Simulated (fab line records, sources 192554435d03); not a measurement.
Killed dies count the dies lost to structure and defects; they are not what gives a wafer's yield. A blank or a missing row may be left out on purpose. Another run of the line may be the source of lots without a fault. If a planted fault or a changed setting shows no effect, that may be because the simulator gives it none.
3 desks, one fault :: flow n5_finfet :: only its own numbers are on each desk; what lay behind them is given at the end

== THE DEFECT DESK ==
Per lot, the means of the sampled wafers with a number show what the inspections along the route counted. Any lot whose mean is over 4 standard deviations away from the usual mean is out of limits and marked OUT; that distance is given in the brackets.
Columns: A = raw_defect_count at N5_BEOL_M12_INSPECT_12, usual 2.3; B = raw_defect_count at N5_BEOL_M12_INSPECT_30, usual 1.9
lot: L200
first seen here: day 12 02:15
A: 3.3
B: 2.0

lot: L201
first seen here: day 12 09:44
A: 2.0
B: 3.0

lot: L205
first seen here: day 13 12:50
A: 3.0
B: 4.3

lot: L206
first seen here: day 13 20:58
A: 2.7
B: 2.0

lot: L219
first seen here: day 17 13:04
A: 1.3
B: 2.0

lot: L221
first seen here: day 17 20:28
A: 3.7
B: 1.3
This desk's finding: nothing out of limits on any of the 6 lots.

== DESK OF THE TOOL OWNER: litho_track-01 ==
The tool's own readings at N5_BEOL_M12_COAT_22 (resist thk 300 nm): means of the sampled wafers that have a number, for each lot that ran on this tool. Any lot whose mean is over 4 standard deviations away from the usual mean is out of limits and marked OUT; that distance is given in the brackets.
Columns: A = spin_speed_rpm at N5_BEOL_M12_COAT_22, usual 2887.5 rpm
lot: L200
first seen here: day 12 02:51
A: 2887.9

lot: L201
first seen here: day 12 10:18
A: 2887.7

lot: L205
first seen here: day 13 13:24
A: 2650.7 (-99 or more) OUT

lot: L206
first seen here: day 13 21:32
A: 2651.5 (-99 or more) OUT
This desk's verdict: out of limits on L205, L206, starting with L205 at day 13 13:24 (spin_speed_rpm at N5_BEOL_M12_COAT_22). L200, L201 stayed within limits.

== FROM THE METROLOGY DESK ==
What the gauges read, lot by lot, whatever tool the lot ran on: means of the sampled wafers that have a number. Any lot whose mean is over 4 standard deviations away from the usual mean is out of limits and marked OUT; that distance is given in the brackets.
Columns: A = V11_OVL at N5_BEOL_M12_OVL_MEAS_11, usual 7 nm; B = cd_nm at N5_BEOL_M12_CD_MEAS_17, usual 140.6 nm; C = cd_nm at N5_BEOL_M12_CD_MEAS_28, usual 160.1 nm; D = M12_OVL at N5_BEOL_M12_OVL_MEAS_29, usual -2 nm
lot: L200
first seen here: day 12 02:14
A: 3
B: 141.8
C: 158.3
D: -5

lot: L201
first seen here: day 12 09:42
A: 6
B: 140.6
C: 161.4
D: -0

lot: L205
first seen here: day 13 12:49
A: 5
B: 140.2
C: 159.5
D: 4

lot: L206
first seen here: day 13 20:56
A: 15
B: 143.4
C: 161.1
D: -5

lot: L219
first seen here: day 17 13:03
A: 9
B: 139.9
C: 160.2
D: -7

lot: L221
first seen here: day 17 20:26
A: 1
B: 141.9
C: 160.6
D: -3
This desk's finding: nothing out of limits on any of the 6 lots.

== ALL TOGETHER ==
On L205, L206, at day 13 13:24, an alarm was possible from the tool owner's desk.
Nothing out of limits was seen by the defect desk.
Metrology desk: nothing out of limits seen.
The defect desk has L205, L206 on record, within its limits.
The metrology desk holds a record of L205, L206, inside its limits.
N5_BEOL_M12_COAT_22 was run on litho_track-01 by each of the lots named.

== WHAT THE SIMULATOR HAD PUT IN ==
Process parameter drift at N5_BEOL_M12_COAT_22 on litho_track-01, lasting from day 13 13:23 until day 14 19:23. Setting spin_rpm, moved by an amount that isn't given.
Shown lots that were struck: L205, L206.
Each desk's first reading out of limits, in hours after the fault started: the tool owner's desk, 0.
